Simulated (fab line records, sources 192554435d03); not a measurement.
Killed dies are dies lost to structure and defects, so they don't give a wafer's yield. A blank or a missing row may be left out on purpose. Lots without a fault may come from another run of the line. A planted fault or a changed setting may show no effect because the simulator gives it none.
Which tool did it? | flow n5_finfet | 24 lots, 72 wafers sampled, at 6 steps of a route of 1938

WHAT THE GAUGES READ, wafer by wafer
The record holds no reading of a measuring or inspecting step that can be judged against a usual standard deviation.

WHICH TOOL RAN EACH LOT (tool, then ch and the chambers of the sampled wafers, then the start)
lot  | N5_BEOL_M5_TRENCH_ETCH_37                     | N5_BEOL_M5_DEGAS_44          | N5_BEOL_M5_PRE_CLEAN_45      | N5_BEOL_M5_SURFACE_TREAT_87  | N5_BEOL_M5_ANNEAL_84         | N5_BEOL_M5_DEP_56
L074 | rie_diel-04 ch 1,3, day 9 14:11 or earlier    | pvd_sputter-03, day 9 14:11  | pvd_sputter-03, day 9 14:14  | pvd_sputter-02, day 9 15:14  | pvd_sputter-01, day 9 18:09  | pecvd-01 ch 0,1, day 9 21:25
L075 | rie_diel-04 ch 1,3, day 9 19:04 or earlier    | pvd_sputter-03, day 9 19:04  | pvd_sputter-03, day 9 19:06  | pvd_sputter-03, day 9 19:28  | pvd_sputter-02, day 9 21:57  | pecvd-03 ch 0,2, day 10 01:02
L076 | rie_diel-01 ch 0,1, day 9 21:07 or earlier    | pvd_sputter-01, day 9 21:07  | pvd_sputter-01, day 9 21:10  | pvd_sputter-01, day 9 21:36  | pvd_sputter-01, day 10 00:12 | pecvd-02 ch 0,1, day 10 03:44
L077 | rie_diel-01 ch 0,2,3, day 10 05:44 or earlier | pvd_sputter-02, day 10 05:44 | pvd_sputter-02, day 10 05:47 | pvd_sputter-02, day 10 06:08 | pvd_sputter-02, day 10 08:38 | pecvd-01 ch 0,1, day 10 11:43
L078 | rie_diel-03 ch 1,2,3, day 10 09:58 or earlier | pvd_sputter-01, day 10 09:58 | pvd_sputter-01, day 10 10:00 | pvd_sputter-02, day 10 10:48 | pvd_sputter-02, day 10 13:31 | pecvd-01 ch 0,1, day 10 17:09
L080 | rie_diel-01 ch 0,1,2, day 11 04:34 or earlier | pvd_sputter-02, day 11 04:34 | pvd_sputter-02, day 11 04:37 | pvd_sputter-02, day 11 05:01 | pvd_sputter-01, day 11 07:36 | pecvd-01 ch 0,1, day 11 10:43
L079 | rie_diel-03 ch 0,1, day 11 07:08 or earlier   | pvd_sputter-02, day 11 07:08 | pvd_sputter-02, day 11 07:10 | pvd_sputter-02, day 11 07:32 | pvd_sputter-02, day 11 10:02 | pecvd-01 ch 0,1, day 11 13:07
L081 | rie_diel-03 ch 0,1,3, day 11 08:00 or earlier | pvd_sputter-03, day 11 08:00 | pvd_sputter-03, day 11 08:02 | pvd_sputter-03, day 11 08:20 | pvd_sputter-03, day 11 11:02 | pecvd-02 ch 0,1,2, day 11 14:07
L082 | rie_diel-04 ch 1,2, day 11 12:34 or earlier   | pvd_sputter-02, day 11 12:34 | pvd_sputter-02, day 11 12:36 | pvd_sputter-01, day 11 12:55 | pvd_sputter-02, day 11 15:23 | pecvd-02 ch 1,2, day 11 18:28
L083 | rie_diel-04 ch 1,2,3, day 11 15:07 or earlier | pvd_sputter-03, day 11 15:07 | pvd_sputter-03, day 11 15:10 | pvd_sputter-03, day 11 15:31 | pvd_sputter-01, day 11 18:15 | pecvd-01 ch 0,1, day 11 21:20
L084 | rie_diel-01 ch 1,2,3, day 11 18:39 or earlier | pvd_sputter-02, day 11 18:39 | pvd_sputter-02, day 11 18:41 | pvd_sputter-02, day 11 19:04 | pvd_sputter-02, day 11 22:04 | pecvd-02 ch 0,2, day 12 01:40
L087 | rie_diel-03 ch 1,2, day 12 07:41 or earlier   | pvd_sputter-02, day 12 07:41 | pvd_sputter-02, day 12 07:44 | pvd_sputter-03, day 12 08:10 | pvd_sputter-03, day 12 10:53 | pecvd-02 ch 1,2, day 12 13:59
L085 | rie_diel-01 ch 0,1,3, day 12 17:31 or earlier | pvd_sputter-01, day 12 17:31 | pvd_sputter-01, day 12 17:34 | pvd_sputter-02, day 12 19:04 | pvd_sputter-02, day 12 21:32 | pecvd-02 ch 0,1,2, day 13 00:37
L086 | rie_diel-01 ch 2,3, day 12 23:10 or earlier   | pvd_sputter-03, day 12 23:10 | pvd_sputter-03, day 12 23:13 | pvd_sputter-01, day 12 23:34 | pvd_sputter-01, day 13 02:10 | pecvd-02 ch 1,2, day 13 05:16
L089 | rie_diel-03 ch 0,1,2, day 13 03:46 or earlier | pvd_sputter-03, day 13 03:46 | pvd_sputter-03, day 13 03:49 | pvd_sputter-01, day 13 04:21 | pvd_sputter-01, day 13 07:05 | pecvd-02 ch 0,1, day 13 10:11
L088 | rie_diel-04 ch 0,1, day 13 05:07 or earlier   | pvd_sputter-02, day 13 05:07 | pvd_sputter-02, day 13 05:10 | pvd_sputter-02, day 13 05:28 | pvd_sputter-02, day 13 08:00 | pecvd-03 ch 0,1,2, day 13 12:41
L091 | rie_diel-03 ch 0,3, day 13 09:39 or earlier   | pvd_sputter-01, day 13 09:39 | pvd_sputter-01, day 13 09:41 | pvd_sputter-02, day 13 10:13 | pvd_sputter-02, day 13 13:10 | pecvd-03 ch 1,2, day 13 16:22
L092 | rie_diel-04 ch 0,1, day 13 12:26 or earlier   | pvd_sputter-01, day 13 12:26 | pvd_sputter-01, day 13 12:28 | pvd_sputter-03, day 13 12:56 | pvd_sputter-01, day 13 15:25 | pecvd-03 ch 0,2, day 13 18:41
L090 | rie_diel-03 ch 0,1,2, day 13 23:45 or earlier | pvd_sputter-01, day 13 23:45 | pvd_sputter-01, day 13 23:47 | pvd_sputter-02, day 14 00:14 | pvd_sputter-02, day 14 02:44 | pecvd-01 ch 0,2, day 14 06:07
L093 | rie_diel-03 ch 0,1,2, day 14 12:40 or earlier | pvd_sputter-02, day 14 12:40 | pvd_sputter-02, day 14 12:43 | pvd_sputter-01, day 14 13:22 | pvd_sputter-02, day 14 16:03 | pecvd-01 ch 0,1,2, day 14 19:20
L095 | rie_diel-03 ch 0,2,3, day 14 12:59 or earlier | pvd_sputter-03, day 14 12:59 | pvd_sputter-03, day 14 13:02 | pvd_sputter-01, day 14 13:31 | pvd_sputter-03, day 14 16:13 | pecvd-01 ch 0,2, day 14 19:36
L094 | rie_diel-04 ch 1,3, day 14 22:16 or earlier   | pvd_sputter-03, day 14 22:16 | pvd_sputter-03, day 14 22:18 | pvd_sputter-02, day 14 22:39 | pvd_sputter-01, day 15 01:08 | pecvd-02 ch 0,2, day 15 04:33
L096 | rie_diel-03 ch 0,1,3, day 15 13:38 or earlier | pvd_sputter-01, day 15 13:38 | pvd_sputter-01, day 15 13:40 | pvd_sputter-01, day 15 14:03 | pvd_sputter-03, day 15 17:42 | pecvd-01 ch 0,1, day 15 20:51
L097 | rie_diel-04 ch 1,2,3, day 15 17:17 or earlier | pvd_sputter-01, day 15 17:17 | pvd_sputter-01, day 15 17:20 | pvd_sputter-02, day 15 17:38 | pvd_sputter-01, day 15 20:07 | pecvd-03 ch 0,1,2, day 15 23:13
- N5_BEOL_M5_TRENCH_ETCH_37: etches SiCOH lowk in C4F6/O2, target depth 71.652 nm, time 24.7 s.
- N5_BEOL_M5_DEGAS_44: time 60 s.
- N5_BEOL_M5_PRE_CLEAN_45: time 30 s.
- N5_BEOL_M5_SURFACE_TREAT_87
- N5_BEOL_M5_ANNEAL_84: time 1800 s.
- N5_BEOL_M5_DEP_56: deposits SiCN from 3MS/NH3, target thk 8 nm, time 14 s.

WHAT THE TOOLS THEMSELVES READ (means of the sampled wafers that have a number; where no wafer has one, the mark that the record gives instead)
N5_BEOL_M5_TRENCH_ETCH_37.
lot  | tool        | drypump_motor_current_A (A) | oes_product_au (a.u.) | rf_vpp_V (V) | showerhead_plenum_p_Torr (Torr) | throttle_valve_pct (%)
L074 | rie_diel-04 | 6.0                         | 0.75                  | 676          | 2.81                            | 21.16
L075 | rie_diel-04 | 6.0                         | 0.75                  | 676          | 2.80                            | 21.17
L076 | rie_diel-01 | 6.3                         | 0.78                  | 674          | 2.75                            | 20.92
L077 | rie_diel-01 | 6.0                         | 0.80                  | 665          | 2.90                            | 20.80
L078 | rie_diel-03 | 5.7                         | 0.77                  | 672          | 2.89                            | 21.09
L080 | rie_diel-01 | 6.0                         | 0.77                  | 666          | 2.83                            | 20.93
L079 | rie_diel-03 | 5.4                         | 0.71                  | 665          | 2.88                            | 21.26
L081 | rie_diel-03 | 5.8                         | 0.76                  | 669          | 2.85                            | 21.09
L082 | rie_diel-04 | 5.8                         | 0.82                  | 667          | 2.76                            | 21.09
L083 | rie_diel-04 | 5.8                         | 0.80                  | 670          | 2.79                            | 21.06
L084 | rie_diel-01 | 6.1                         | 0.72                  | 662          | 2.87                            | 21.04
L087 | rie_diel-03 | 5.2                         | 0.72                  | 673          | 2.94                            | 21.28
L085 | rie_diel-01 | 6.2                         | 0.77                  | 672          | 2.82                            | 20.81
L086 | rie_diel-01 | 6.0                         | 0.73                  | 660          | 2.94                            | 20.90
L089 | rie_diel-03 | 5.3                         | 0.70                  | 669          | 2.91                            | 21.28
L088 | rie_diel-04 | 6.0                         | 0.70                  | 675          | 2.87                            | 21.04
L091 | rie_diel-03 | 5.4                         | 0.74                  | 659          | 2.82                            | 21.22
L092 | rie_diel-04 | 6.0                         | 0.70                  | 675          | 2.87                            | 21.04
L090 | rie_diel-03 | 5.3                         | 0.70                  | 668          | 2.91                            | 21.30
L093 | rie_diel-03 | 5.3                         | 0.70                  | 669          | 2.90                            | 21.30
L095 | rie_diel-03 | 5.4                         | 0.74                  | 663          | 2.85                            | 21.21
L094 | rie_diel-04 | 6.0                         | 0.73                  | 672          | 2.75                            | 21.25
L096 | rie_diel-03 | 5.8                         | 0.73                  | 668          | 2.84                            | 21.14
L097 | rie_diel-04 | 5.7                         | 0.76                  | 670          | 2.77                            | 21.12

N5_BEOL_M5_DEGAS_44.
lot  | tool           | heater_power_w (W)
L074 | pvd_sputter-03 | 330
L075 | pvd_sputter-03 | 330
L076 | pvd_sputter-01 | 380
L077 | pvd_sputter-02 | 331
L078 | pvd_sputter-01 | 360
L080 | pvd_sputter-02 | 351
L079 | pvd_sputter-02 | 346
L081 | pvd_sputter-03 | 322
L082 | pvd_sputter-02 | 329
L083 | pvd_sputter-03 | 323
L084 | pvd_sputter-02 | 313
L087 | pvd_sputter-02 | 319
L085 | pvd_sputter-01 | 368
L086 | pvd_sputter-03 | 321
L089 | pvd_sputter-03 | 327
L088 | pvd_sputter-02 | 329
L091 | pvd_sputter-01 | 359
L092 | pvd_sputter-01 | 364
L090 | pvd_sputter-01 | 336
L093 | pvd_sputter-02 | 350
L095 | pvd_sputter-03 | 330
L094 | pvd_sputter-03 | 332
L096 | pvd_sputter-01 | 353
L097 | pvd_sputter-01 | 378

N5_BEOL_M5_PRE_CLEAN_45.
lot  | tool           | heater_power_w (W)
L074 | pvd_sputter-03 | 332
L075 | pvd_sputter-03 | 330
L076 | pvd_sputter-01 | 376
L077 | pvd_sputter-02 | 338
L078 | pvd_sputter-01 | 350
L080 | pvd_sputter-02 | 352
L079 | pvd_sputter-02 | 352
L081 | pvd_sputter-03 | 326
L082 | pvd_sputter-02 | 331
L083 | pvd_sputter-03 | 328
L084 | pvd_sputter-02 | 313
L087 | pvd_sputter-02 | 323
L085 | pvd_sputter-01 | 370
L086 | pvd_sputter-03 | 321
L089 | pvd_sputter-03 | 323
L088 | pvd_sputter-02 | 321
L091 | pvd_sputter-01 | 358
L092 | pvd_sputter-01 | 356
L090 | pvd_sputter-01 | 345
L093 | pvd_sputter-02 | 346
L095 | pvd_sputter-03 | 337
L094 | pvd_sputter-03 | 338
L096 | pvd_sputter-01 | 353
L097 | pvd_sputter-01 | 385

N5_BEOL_M5_ANNEAL_84.
lot  | tool           | heater_power_w (W)
L074 | pvd_sputter-01 | 911
L075 | pvd_sputter-02 | 879
L076 | pvd_sputter-01 | 845
L077 | pvd_sputter-02 | 832
L078 | pvd_sputter-02 | 866
L080 | pvd_sputter-01 | 890
L079 | pvd_sputter-02 | 799
L081 | pvd_sputter-03 | 825
L082 | pvd_sputter-02 | 867
L083 | pvd_sputter-01 | 893
L084 | pvd_sputter-02 | 930
L087 | pvd_sputter-03 | 806
L085 | pvd_sputter-02 | 908
L086 | pvd_sputter-01 | 881
L089 | pvd_sputter-01 | 933
L088 | pvd_sputter-02 | 944
L091 | pvd_sputter-02 | 971
L092 | pvd_sputter-01 | 894
L090 | pvd_sputter-02 | 762
L093 | pvd_sputter-02 | 934
L095 | pvd_sputter-03 | 807
L094 | pvd_sputter-01 | 966
L096 | pvd_sputter-03 | 795
L097 | pvd_sputter-01 | 878

N5_BEOL_M5_DEP_56.
lot  | tool     | showerhead_plenum_p_Torr (Torr) | throttle_valve_pct (%)
L074 | pecvd-01 | 3.675                           | 9.3
L075 | pecvd-03 | 3.662                           | 9.1
L076 | pecvd-02 | 3.663                           | 9.1
L077 | pecvd-01 | 3.675                           | 9.2
L078 | pecvd-01 | 3.684                           | 9.3
L080 | pecvd-01 | 3.672                           | 9.4
L079 | pecvd-01 | 3.677                           | 9.3
L081 | pecvd-02 | 3.662                           | 9.1
L082 | pecvd-02 | 3.666                           | 8.7
L083 | pecvd-01 | 3.669                           | 9.4
L084 | pecvd-02 | 3.657                           | 8.9
L087 | pecvd-02 | 3.661                           | 8.8
L085 | pecvd-02 | 3.664                           | 9.1
L086 | pecvd-02 | 3.667                           | 8.9
L089 | pecvd-02 | 3.660                           | 9.1
L088 | pecvd-03 | 3.665                           | 9.4
L091 | pecvd-03 | 3.668                           | 9.6
L092 | pecvd-03 | 3.668                           | 9.3
L090 | pecvd-01 | 3.650                           | 9.4
L093 | pecvd-01 | 3.662                           | 9.4
L095 | pecvd-01 | 3.646                           | 9.3
L094 | pecvd-02 | 3.662                           | 8.9
L096 | pecvd-01 | 3.678                           | 9.4
L097 | pecvd-03 | 3.663                           | 9.5

THE ANSWER, worked out from the rows above alone
Rule: what is usual is taken from the lots themselves. Put in order of their means at a reading, lots are off if they are a third of the lots or fewer, leave a main group of 4 or more, and stand apart from it by a gap of 3 or more times the standard deviation of the main group's means; of several such gaps the widest counts. A main group whose means are all the same, to the digits that the tables above print for the reading, isn't used. A lot without any number at a reading at which 4 lots or more have one is off too. The other lots that the step has rows for count as sound. The gauges are gone through in route order, then the tools' own readings, and for those a lot's mean is taken as printed above. The first step at which some lot is off is used, and at that step the reading that is off furthest; a lot without a number counts as furthest.
No lot is off at any reading shown: from this, nothing can be told.

WHAT THE SIMULATOR HAD PUT IN
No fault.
